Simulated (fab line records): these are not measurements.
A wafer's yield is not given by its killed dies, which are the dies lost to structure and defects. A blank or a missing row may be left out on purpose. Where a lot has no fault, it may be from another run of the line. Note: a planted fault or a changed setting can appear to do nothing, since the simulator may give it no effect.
Which tool was responsible? / flow n5 finfet / 11 lots with 29 wafers sampled at 3 steps, on a route of 1938 steps

## WHAT THE GAUGES READ, wafer by wafer
N5_BEOL_M11_OCD_MEAS_38.
lot=L151; measured=day 10 19:05; on=ocd-02; trench depth nm (nm)=152 152 152
lot=L153; measured=day 10 19:21; on=ocd-01; trench depth nm (nm)=146 147 144
lot=L152; measured=day 11 13:41; on=ocd-02; trench depth nm (nm)=147 151
lot=L156; measured=day 11 20:25; on=ocd-01; trench depth nm (nm)=144 151
lot=L159; measured=day 12 17:07; on=ocd-02; trench depth nm (nm)=148 150 154
lot=L160; measured=day 12 17:13; on=ocd-02; trench depth nm (nm)=151 148 149
lot=L158; measured=day 12 22:17; on=ocd-01; trench depth nm (nm)=150 147
lot=L168; measured=day 15 02:50; on=ocd-01; trench depth nm (nm)=146 146
lot=L172; measured=day 16 04:04; on=ocd-01; trench depth nm (nm)=153 145 149
lot=L173; measured=day 16 20:13; on=ocd-02; trench depth nm (nm)=146 145 144
lot=L174; measured=day 17 05:07; on=ocd-02; trench depth nm (nm)=155 150 150

## TOOL THAT RAN EACH LOT (tool first, then ch and the chambers of the sampled wafers, then the start)
lot=L151; N5_BEOL_M11_STRIP_36=rie diel-06 ch 0,1, day 10 18:52; N5_BEOL_M11_STRIP_77=rie diel-06 ch 0,1, day 10 19:05 or earlier
lot=L153; N5_BEOL_M11_STRIP_36=rie diel-05 ch 0,2,3, day 10 19:07; N5_BEOL_M11_STRIP_77=rie diel-05 ch 0,2,3, day 10 19:21 or earlier
lot=L152; N5_BEOL_M11_STRIP_36=rie diel-01 ch 0,3, day 11 13:27; N5_BEOL_M11_STRIP_77=rie diel-01 ch 0,3, day 11 13:41 or earlier
lot=L156; N5_BEOL_M11_STRIP_36=rie diel-01 ch 2,3, day 11 20:11; N5_BEOL_M11_STRIP_77=rie diel-01 ch 2,3, day 11 20:25 or earlier
lot=L159; N5_BEOL_M11_STRIP_36=rie diel-06 ch 1,2,3, day 12 16:54; N5_BEOL_M11_STRIP_77=rie diel-06 ch 1,2,3, day 12 17:07 or earlier
lot=L160; N5_BEOL_M11_STRIP_36=rie diel-01 ch 0,1, day 12 16:59; N5_BEOL_M11_STRIP_77=rie diel-01 ch 0,1, day 12 17:13 or earlier
lot=L158; N5_BEOL_M11_STRIP_36=rie diel-05 ch 0,1, day 12 22:04; N5_BEOL_M11_STRIP_77=rie diel-05 ch 0,1, day 12 22:17 or earlier
lot=L168; N5_BEOL_M11_STRIP_36=rie diel-05 ch 0,3, day 15 02:37; N5_BEOL_M11_STRIP_77=rie diel-05 ch 0,3, day 15 02:50 or earlier
lot=L172; N5_BEOL_M11_STRIP_36=rie diel-01 ch 1,2,3, day 16 03:50; N5_BEOL_M11_STRIP_77=rie diel-01 ch 1,2,3, day 16 04:04 or earlier
lot=L173; N5_BEOL_M11_STRIP_36=rie diel-05 ch 1,2,3, day 16 19:59; N5_BEOL_M11_STRIP_77=rie diel-05 ch 1,2,3, day 16 20:13 or earlier
lot=L174; N5_BEOL_M11_STRIP_36=rie diel-06 ch 0,1,2, day 17 04:53; N5_BEOL_M11_STRIP_77=rie diel-06 ch 0,1,2, day 17 05:07 or earlier
- N5_BEOL_M11_STRIP_36: strips in N2/H2.
- N5_BEOL_M11_STRIP_77: strips in N2/H2, time 10 s.

## THE ANSWER, worked out from the rows above alone
Rule: usual is defined by the lots themselves. Put in order of their means at a reading, lots are off if they are a third of the lots or fewer, leave a main group of 4 or more, and stand apart from it by a gap of 3 or more times the standard deviation of the main group's means; of several such gaps the widest counts. A main group is skipped when, at the precision printed for the reading in the tables above, its means are all equal. Also off: a lot with no number at a reading for which 4 or more lots have one. All remaining lots with rows at the step are treated as sound.
None of the lots is off at any reading shown; this tells nothing.

## WHAT THE SIMULATOR PUT IN
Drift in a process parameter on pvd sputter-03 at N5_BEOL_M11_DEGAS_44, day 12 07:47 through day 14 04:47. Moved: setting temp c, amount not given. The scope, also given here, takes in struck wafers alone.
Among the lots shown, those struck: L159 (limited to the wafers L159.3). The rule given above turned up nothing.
